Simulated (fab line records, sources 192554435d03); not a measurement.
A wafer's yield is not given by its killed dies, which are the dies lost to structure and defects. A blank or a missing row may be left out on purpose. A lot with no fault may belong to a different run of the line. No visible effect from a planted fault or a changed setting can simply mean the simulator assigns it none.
Matching of chambers ; flow n5 finfet ; N5_BEOL_M1_ALD_84 on ald metal-04 has 4 sister chambers
The step deposits TaN, pulse time 2 s, purge time 3 s, co reactant purge time 2 s. 8 wafers are shown with their chamber, then 9 later ones without.

WAFERS, EACH WITH ITS CHAMBER
wafer;chamber;heater power w (W);heater power outer w (W)
L083.2;1;448;242
L083.6;2;377;206
L090.2;1;461;247
L090.3;3;373;214
L090.5;2;380;206
L091.2;0;428;229
L091.3;3;369;208
L091.6;0;415;220

WAFERS WITH NO CHAMBER GIVEN
wafer;heater power w (W);heater power outer w (W)
L092.1;421;229
L092.2;385;206
L092.3;385;203
L096.2;381;207
L096.4;455;243
L096.6;427;220
L097.3;375;207
L097.5;433;222
L097.6;463;238

WHICH CHAMBER EACH WENT THROUGH
wafer;from the rows above;in truth
L092.1;0;0
L092.2;can't be placed: 2 or 3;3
L092.3;can't be placed: 2 or 3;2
L096.2;can't be placed: 2 or 3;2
L096.4;1;1
L096.6;0;0
L097.3;can't be placed: 2 or 3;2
L097.5;0;0
L097.6;1;1
Placed correctly: 5 of 9. Can't be placed from these rows: 4 (the true chamber is among the candidates in 4). 0 placed wrongly.
How it was worked out, from the rows above alone: a wafer's distance from a chamber is the root of the sum, over the readings, of the square of ((its reading less the chamber's mean) divided by the reading's scatter). The wafer belongs to the nearest chamber; if the next one is less than 2 further off, it can't be placed. For every chamber, the mean is computed from those of its wafers that are shown. The scatter: the root of (the sum of the squares of (reading less its chamber's mean) over the shown wafers, divided by (wafers less chambers)).
